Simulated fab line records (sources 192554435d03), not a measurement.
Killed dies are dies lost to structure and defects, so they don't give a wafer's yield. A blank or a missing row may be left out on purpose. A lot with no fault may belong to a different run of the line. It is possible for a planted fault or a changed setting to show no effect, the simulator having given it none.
Comparing a struck lot with a sound one -- flow n5 finfet -- 15 out of 1938 route steps
Sound: wafers L477.2, L477.4, L477.6. Wafers struck: L494.5, L494.6. The cause is named last.
At each step with rows: each side's tool, then ch and its chambers, then its first start. Under that, the readings that differ: sound wafers -- struck wafers -- difference of the means -- sigmas: that difference in standard deviations of wafers without a fault.
alike: a reading whose means differ by less than 2 such deviations, as well as words and numbers matching on both sides. not compared: withheld readings; readings where some wafer has no value; bounds like >300 that might hide an equal value; numbers whose values overlap and for which the record gives no deviation.
Wherever a step has rows on one side only, a row that says differs or no value, or a row with sigmas, the two part there. Numbers that have no deviation but don't overlap get no sigmas and don't part them. A reading that every wafer of one side lacks parts them only if that side has two wafers or more.

N5_HKMG_FIN_CD_MEAS_12: target cd 92.8 nm.
  sound on cd sem-03 ch 0, day 4 16:50; struck on cd sem-02 ch 0, day 8 21:42
  alike: cd nm
N5_HKMG_FIN_OVL_MEAS_13:
  sound on overlay-02 ch 0, day 4 16:52; struck on overlay-01 ch 0, day 8 21:43
  alike: NWFM_OVL
N5_HKMG_FIN_INSPECT_14: inspects for defects (macro).
  struck on defect inspect-02, day 8 21:45; sound on defect inspect-01, day 4 16:53
  alike: raw defect count
then, 1 step without rows for these wafers: N5_HKMG_FIN_DESCUM_17 (chemistry O2, time 7.9 s).
N5_HKMG_FIN_ETCH_31: etches SiARC in CF4, target depth 45.5 nm, time 75.8 s.
  sound on rie diel-03 ch 0,1,3, day 4 17:20; struck on rie diel-04 ch 0,3, day 8 21:50
reading,sound,struck,difference,sigmas
drypump motor current A (A),5.4 5.6 5.6,6.3 6.3,+0.8,+2
  alike: cf4 flow sccm, etch rf on time s, oes product au, rf vpp V, showerhead plenum p Torr, throttle valve pct
  not compared: rf hours counter h
then, 2 steps without rows for these wafers: N5_HKMG_FIN_ETCH_32 (etches SOC in N2/H2, target depth 240 nm, time 300 s); N5_HKMG_FIN_STRIP_33 (strips in N2/H2).
N5_HKMG_FIN_STRIP_34: strips in CF4.
  sound on rie diel-03 ch 0,1,3, day 4 17:35; struck on rie diel-04 ch 0,3, day 8 22:04
reading,sound,struck,difference,sigmas
drypump motor current A (A),5.4 5.5 5.7,6.3 6.2,+0.7,+2
  alike: cf4 flow sccm, oes product au, rf vpp V, showerhead plenum p Torr, throttle valve pct
  not compared: rf hours counter h
N5_HKMG_FIN_ETCH_35: etches SOC in N2/H2, target depth 215.8 nm, time 243.4 s.
  sound on rie diel-03 ch 0,1,3, day 4 17:36; struck on rie diel-04 ch 0,3, day 8 22:10
reading,sound,struck,difference,sigmas
drypump motor current A (A),5.4 5.5 5.7,6.3 6.3,+0.8,+2
  alike: oes product au, rf vpp V, showerhead plenum p Torr, throttle valve pct
  not compared: rf hours counter h
N5_HKMG_FIN_STRIP_92: strips SOC in N2/H2, time 20 s.
  sound on rie diel-03 ch 0,1,3, day 4 17:45; struck on rie diel-04 ch 0,3, day 8 22:16
  alike: drypump motor current A, oes product au, rf vpp V, showerhead plenum p Torr, throttle valve pct
  not compared: rf hours counter h
then, 1 step without rows for these wafers: N5_HKMG_FIN_WET_ETCH_18 (etches TiN in SC1, time 55 s, target depth 5.2 nm, rinse time 30 s).
N5_HKMG_FIN_STRIP_19: strips in N2/H2, time 360 s.
  sound on plasma asher-01 ch 0,1, day 4 17:56; struck on plasma asher-01 ch 0,1, day 8 22:37
  alike: drypump motor current A, heater power w
  not compared: rf hours counter h
N5_HKMG_FIN_ALD_91: deposits TiN, target thk 1 nm, pulse time 1 s, purge time 3 s.
  sound on ald metal-01 ch 2,3, day 4 18:19; struck on ald metal-01 ch 0,1, day 8 22:53
reading,sound,struck,difference,sigmas
co reactant pulse time s (s),2 2 2,1.8841 1.8841,-0.1159,
  alike: chamber pressure Torr, heater power w, precursor pulse height rel
then, 2 steps without rows for these wafers: N5_HKMG_FIN_COAT_85 (time 60 s, resist thk 300 nm); N5_PASSIVATION_PROBE_49.

WHERE THEY PART
At N5_HKMG_FIN_ETCH_31 first; at N5_HKMG_FIN_ETCH_35 last (within this record only). Later steps at which nothing parts them and some readings are alike: N5_HKMG_FIN_STRIP_92, N5_HKMG_FIN_STRIP_19, N5_HKMG_FIN_ALD_91.

WHY: what had been put in by the simulator
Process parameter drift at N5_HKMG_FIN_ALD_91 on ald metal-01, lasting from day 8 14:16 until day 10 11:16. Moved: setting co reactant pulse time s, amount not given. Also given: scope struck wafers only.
